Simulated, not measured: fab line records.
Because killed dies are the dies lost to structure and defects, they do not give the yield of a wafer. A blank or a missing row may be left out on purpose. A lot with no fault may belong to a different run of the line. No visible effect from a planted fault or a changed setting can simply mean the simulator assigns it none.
A struck lot beside a sound one -- flow n5-finfet -- 37 out of 1938 route steps
Sound: wafers L950.2, L950.5, L950.6. Struck: wafer L941.5. (L941.2 of the same lot was not struck and is left out.) The cause comes at the end.
At each step with rows: each side's tool, then ch and its chambers, then its first start. Under that, the readings that differ: sound wafers -- struck wafers -- difference of the means -- sigmas: that difference in standard deviations of wafers without a fault.
alike: readings with means less than 2 such deviations apart, plus words and numbers identical on both sides. not compared: withheld readings, readings lacking a value on some wafer, bounds such as >300 that could conceal the same value, and numbers that have no deviation in the record and whose values overlap.
Wherever a step has rows on one side only, a row that says differs or no value, or a row with sigmas, the two part there. Numbers that don't overlap but have no deviation are shown without sigmas and don't part them. Lack of a reading on every wafer of one side parts them only where that side has two or more wafers.

first, 9 steps without rows for these wafers: N5_BEOL_M4_ANNEAL_95 (time 240 s); N5_BEOL_M4_SPUTTER_96 (material Cu, target thk 4.5 nm, time 8.29 s); N5_BEOL_M4_ECD_50 (material Cu, target thk 300 nm); N5_BEOL_M4_ANNEAL_51 (time 90 s); N5_BEOL_M4_CMP_52 (polishes, stops on SiOC, t overpolish 6.8 s, target thk 40 nm); N5_BEOL_M4_PRE_CLEAN_60 (time 15 s); N5_BEOL_M4_CO_CAP_55 (material Co, precursor CCTBA/H2, target thk 2 nm, time 102.1 s); N5_BEOL_M4_PRE_CLEAN_56 (time 15 s); N5_BEOL_M4_DEP_57 (deposits SiCN from 3MS/NH3, target thk 8 nm, time 14 s).
N5_BEOL_M4_RC_MEAS_101:
  sound on prober-01 ch 0, day 13 03:39; struck on prober-01 ch 0, day 10 22:11
reading,sound,struck,difference,sigmas
SS_N (mV/dec),73.4 73.1 71.6,70.6,-2.1,-3
SS_P (mV/dec),73.5 74.4 73.0,71.5,-2.1,-3
  alike: DIBL_N, DIBL_P, IOFF_N, IOFF_P, ION_N, ION_P, VT_N, VT_P
then, 24 steps without rows for these wafers: N5_BEOL_M5_ILD_DEP_00 (deposits SiCOH lowk from DEMS/porogen, target thk 140.64 nm, time 25.9 s); N5_BEOL_M5_CURE_79 (cures SiCOH lowk, time 240 s); N5_BEOL_M5_PECVD_70 (deposits SiO2 from TEOS/O2, target thk 16 nm, time 18 s); N5_BEOL_M5_HM_DEP_02 (deposits TiN, target thk 20 nm); N5_BEOL_M5_COAT_59 (time 60 s, resist thk 60 nm); N5_BEOL_M5_COAT_60 (time 60 s, resist thk 12 nm); N5_BEOL_M5_COAT_71 (time 60 s, resist thk 5 nm); N5_BEOL_M5_COAT_05 (resist thk 30 nm); N5_BEOL_M5_EBR_07; N5_BEOL_M5_SOFTBAKE_06 (time 60 s); N5_BEOL_M5_EXPOSE_08 (exposes mask M5, target cd 28 nm); N5_BEOL_M5_PEB_09 (peb time 60 s); N5_BEOL_M5_DEVELOP_10 (develop time 30 s); N5_BEOL_M5_DESCUM_16 (chemistry O2, time 7 s); N5_BEOL_M5_ETCH_72 (etches underlayer in N2/H2, target depth 6.5 nm, time 5.2 s); N5_BEOL_M5_ETCH_61 (etches SiARC in CF4, target depth 15.6 nm, time 26 s); N5_BEOL_M5_ETCH_62 (etches SOC in N2/H2, target depth 75 nm, overetch 15 nm, time 112.5 s); N5_BEOL_M5_STRIP_63 (strips in N2/H2); N5_BEOL_M5_STRIP_73 (strips in N2/H2); N5_BEOL_M5_STRIP_64 (strips in CF4); N5_BEOL_M5_HM_OPEN_17 (chemistry Cl2/BCl3, target TiN, target depth 20 nm, overetch 6 nm); N5_BEOL_M5_STRIP_19 (strips in O2); N5_BEOL_M5_COAT_65 (time 60 s, resist thk 60 nm); N5_BEOL_M5_COAT_66 (time 60 s, resist thk 12 nm).
N5_BEOL_M9_SPUTTER_48: material Cu, target thk 12 nm, time 2 s.
  struck on pvd-sputter-02, day 12 18:36; sound on pvd-sputter-03, day 15 03:29
  alike: throttle-valve-pct
  not compared: susceptor-temp-C
-- the record jumps here: 2 days lie between the struck wafers' starts before and after (it left off in module BEOL_M9 and takes up again in module BEOL_M15, whose first step shown is number 1830 of the route) --
N5_BEOL_M15_RC_MEAS_101:
  sound on prober-02 ch 0, day 16 21:12; struck on prober-02 ch 0, day 14 19:13
reading,sound,struck,difference,sigmas
COMB_M6_max_site (S/m),2.9e-11 3.6e-11 3.2e-11,5e-11,+2e-11,+2
COMB_M9 (S/m),1.73e-11 2.2e-11 1.94e-11,1.14e-11,-8.17e-12,-3
SERP_M8 (ohm/um),14.2 14.4 15.7,12.6,-2.2,-3
  alike: COMB_M10, COMB_M11, COMB_M11_max_site, COMB_M12, COMB_M13, COMB_M14, COMB_M15, COMB_M5, COMB_M6, COMB_M7, COMB_M8, SERP_M10, SERP_M11, SERP_M12, SERP_M13, SERP_M14, SERP_M5, SERP_M6, SERP_M7
  not compared: SERP_M9, SERP_M9_max_site
N5_PASSIVATION_PROBE_49:
  struck on prober-02, day 15 08:50; sound on prober-01, day 17 11:07
reading,sound,struck,difference,sigmas
defect-limited-yield (%),91.5 92.4 88.1,69.7,-21.0,-14
killed_at_M4_up,9 20 17,302,+287,+48
killed-at-contacts,23 18 13,6,-12,-2
killed-at-front-end,45 34 60,19,-27,-2
killed-dies,100 90 140,358,+248,+14
killed-on-rim,13 6 12,51,+41,+12
killed-open,68 59 88,36,-36,-3
sort_bin_5_function (%),4.8 4.3 7.2,19.6,+14.2,+15
sort_bin_6_memory (%),3.4 3.1 4.4,10.5,+6.9,+10
sort-n-pass,1080 1090 1040,822,-248,-13
sort-yield-pct (%),91.5 92.4 88.1,69.7,-21.0,-13
  alike: killed_at_M0_to_M3, killed-at-other, killed-short, sort_bin_4_leakage

== WHERE THEY PART ==
First at N5_BEOL_M4_RC_MEAS_101; last, within this record, at N5_PASSIVATION_PROBE_49.

WHY: what had been put in by the simulator
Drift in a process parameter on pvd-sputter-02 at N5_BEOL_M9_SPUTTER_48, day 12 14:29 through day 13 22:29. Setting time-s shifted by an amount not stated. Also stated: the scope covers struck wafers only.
